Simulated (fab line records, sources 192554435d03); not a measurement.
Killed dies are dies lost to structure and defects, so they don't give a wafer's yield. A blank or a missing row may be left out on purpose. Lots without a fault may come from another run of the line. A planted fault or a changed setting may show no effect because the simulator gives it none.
Split-lot experiment | flow n5_finfet | 7 lots, 39 wafers read, on a route of 1938 steps

THE SPLIT
At N5_BEOL_M3_DEP_57 (deposits SiCN from 3MS/NH3, target thk 8 nm, time 14 s), the setting time_s was moved away from the recipe's 14 s on 9 of the 39 wafers read, by +21.9% to +55.1%. The other wafers ran this setting at the recipe's value.

The reading is taken at the split's own step.

THE READING
SiCN_of_BEOL_M3_DEP_57.thk_nm (the simulator's own value, which no gauge read), in nm, at N5_BEOL_M3_DEP_57 (deposits SiCN from 3MS/NH3, target thk 8 nm, time 14 s). The file gives no usual value for it. The 30 wafers here that ran the recipe average 8.1 nm, standard deviation 0.12 nm.

wafer  | tool, chamber at the split | time_s as run, s | against the recipe | SiCN_of_BEOL_M3_DEP_57.thk_nm, nm | against lot-mates on the recipe
L077.1 | pecvd-04, 2,1,0            | 14               | recipe             | 8                                 | -
L077.2 | pecvd-04, 2,1,0            | 14               | recipe             | 8                                 | -
L077.3 | pecvd-04, 2,1,0            | 14               | recipe             | 8                                 | -
L077.4 | pecvd-04, 1,0,2            | 14               | recipe             | 8.2                               | -
L077.5 | pecvd-04, 1,0,2            | 14               | recipe             | 8.2                               | -
L077.6 | pecvd-04, 1,0,2            | 14               | recipe             | 8.2                               | -
L080.1 | pecvd-03, 2                | 14               | recipe             | 8.2                               | -
L080.2 | pecvd-03, 0                | 14               | recipe             | 8                                 | -
L080.5 | pecvd-03, 0                | 14               | recipe             | 8                                 | -
L080.3 | pecvd-03, 1                | 21.71            | +55.1%             | 12.2                              | +4.1
L080.4 | pecvd-03, 1,2              | 21.71            | +55.1%             | 12.6                              | +4.5
L080.6 | pecvd-03, 1,2              | 21.71            | +55.1%             | 12.6                              | +4.5
L081.1 | pecvd-04, 1,2,0            | 14               | recipe             | 8                                 | -
L081.2 | pecvd-04, 1,2,0            | 14               | recipe             | 8                                 | -
L081.3 | pecvd-04, 1,2,0            | 14               | recipe             | 8                                 | -
L081.4 | pecvd-04, 2,1,0            | 14               | recipe             | 8.2                               | -
L081.5 | pecvd-04, 2,1,0            | 14               | recipe             | 8.2                               | -
L081.6 | pecvd-04, 2,1,0            | 14               | recipe             | 8.2                               | -
L088.1 | pecvd-04, 2,2,1,1,2        | 14               | recipe             | 8.2                               | -
L088.3 | pecvd-04, 2,2,1,1,2        | 14               | recipe             | 8.2                               | -
L088.4 | pecvd-04, 2,2,1,1,2        | 14               | recipe             | 8.2                               | -
L088.5 | pecvd-04, 2,2,1,1,2        | 14               | recipe             | 8.2                               | -
L088.6 | pecvd-04, 2,2,1,1,2        | 14               | recipe             | 8.2                               | -
L088.2 | pecvd-04, 1                | 14               | recipe             | 8                                 | -
L094.1 | pecvd-03, 2,1              | 14               | recipe             | 8.2                               | -
L094.6 | pecvd-03, 2,1              | 14               | recipe             | 8.2                               | -
L094.3 | pecvd-03, 2                | 14               | recipe             | 8.4                               | -
L093.1 | pecvd-01, 0                | 19.08            | +36.3%             | 10.4                              | +2.3
L093.2 | pecvd-01, 1                | 19.08            | +36.3%             | 10.6                              | +2.5
L093.3 | pecvd-01, 2,0              | 14               | recipe             | 8                                 | -
L093.4 | pecvd-01, 2,0              | 14               | recipe             | 8                                 | -
L093.5 | pecvd-01, 1                | 19.08            | +36.3%             | 10.8                              | +2.7
L093.6 | pecvd-01, 2                | 14               | recipe             | 8.2                               | -
L096.1 | pecvd-01, 2,0              | 14               | recipe             | 8                                 | -
L096.5 | pecvd-01, 2,0              | 14               | recipe             | 8                                 | -
L096.2 | pecvd-01, 0,1              | 17.07            | +21.9%             | 9.6                               | +1.7
L096.4 | pecvd-01, 0,1              | 17.07            | +21.9%             | 9.6                               | +1.7
L096.3 | pecvd-01, 1                | 14               | recipe             | 7.8                               | -
L096.6 | pecvd-01, 2                | 17.07            | +21.9%             | 10                                | +2.1
Where a row lists several chambers, the file gives one row for several wafers and doesn't say which wafer went through which chamber.

THE FIT
A straight line over all 39 wafers: SiCN_of_BEOL_M3_DEP_57.thk_nm changes by +0.0761 nm for each +1% of time_s; r = +0.99; the points scatter about the line by 0.17 nm.
The same after taking each lot's own level away (the mean of its wafers on the recipe; 39 wafers): +0.0774 nm for each +1%; r = +0.99; scatter 0.15 nm.
On that fit, the largest move of time_s shifts the reading by 4.3 nm.
The lots' own levels span 7.93 to 8.27 nm, that is 2.7 times the standard deviation above.
So the lot-to-lot level changes the slope little: the two slopes agree.
Check: with one of the wafers moved furthest among these (+55.1%) left out of the fit, the line predicts +4.3 nm for it against its lot-mates. It came out at +4.13 nm against them.

OTHER SPLITS ON THESE WAFERS
These wafers also went through other splits before the reading. Each is held against what the fit with the lots' levels taken away leaves over:
other split on the same wafers          | wafers away from the commonest value | r with SiCN_of_BEOL_M3_DEP_57.thk_nm (lot level and that fit taken away)
N5_ZERO_LAYER_PECVD_02 time_s           | 15                                   | -0.18
N5_FIN_SAQP_SPACER2_ALD_28 target_thk_a | 6                                    | +0.20
N5_BEOL_M0_SAQP_ETCH_106 target_depth_a | 12                                   | +0.14
N5_BEOL_M3_CVD_47 target_thk_a          | 15                                   | +0.07

THE FILE'S OWN FIT
SiCN_of_BEOL_M3_DEP_57.thk_nm changes by +0.0774 nm for each +1% of time_s, r = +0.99.
